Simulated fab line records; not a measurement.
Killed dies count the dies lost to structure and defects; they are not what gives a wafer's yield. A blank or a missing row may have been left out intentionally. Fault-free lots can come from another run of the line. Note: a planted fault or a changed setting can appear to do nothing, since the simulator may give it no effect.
Chamber matching ; flow n5_finfet ; 4 sister chambers for N5_BEOL_M12_ETCH_68 on rie_diel-06
The step etches SOC in N2/H2, time 285 s. 8 wafers are shown with their chamber, then 8 later ones without.

== WAFERS, EACH WITH ITS CHAMBER ==
wafer;chamber;showerhead_plenum_p_Torr (Torr);drypump_motor_current_A (A)
L079.4;3;2.54;5.5
L081.4;2;2.49;6.0
L081.5;2;2.49;6.0
L081.6;1;2.59;6.6
L087.2;0;2.68;6.1
L087.4;1;2.58;6.7
L087.6;0;2.68;6.1
L088.2;3;2.53;5.5

== WAFERS MISSING THEIR CHAMBER ==
wafer;showerhead_plenum_p_Torr (Torr);drypump_motor_current_A (A)
L088.4;2.67;6.0
L088.6;2.58;6.6
L093.4;2.48;5.9
L093.5;2.67;6.1
L093.6;2.58;6.6
L094.1;2.67;6.1
L094.4;2.52;5.5
L094.6;2.67;6.1

== CHAMBER TAKEN BY EACH ==
wafer;from the rows above;in truth
L088.4;0;0
L088.6;1;1
L093.4;2;2
L093.5;0;0
L093.6;1;1
L094.1;0;0
L094.4;3;3
L094.6;0;0
Placed correctly: 8 of 8. Can't be placed from these rows: 0. 0 placed wrongly.
How it was worked out, from the rows above alone: a wafer's distance from a chamber is the root of the sum, over the readings, of the square of ((its reading less the chamber's mean) divided by the reading's scatter). The wafer belongs to the nearest chamber; if the next one is less than 2 further off, it can't be placed. A chamber's mean is the mean of its shown wafers. The scatter is the square root of a quotient: the sum, over the shown wafers, of each reading's squared deviation from its chamber's mean, divided by wafers minus chambers.
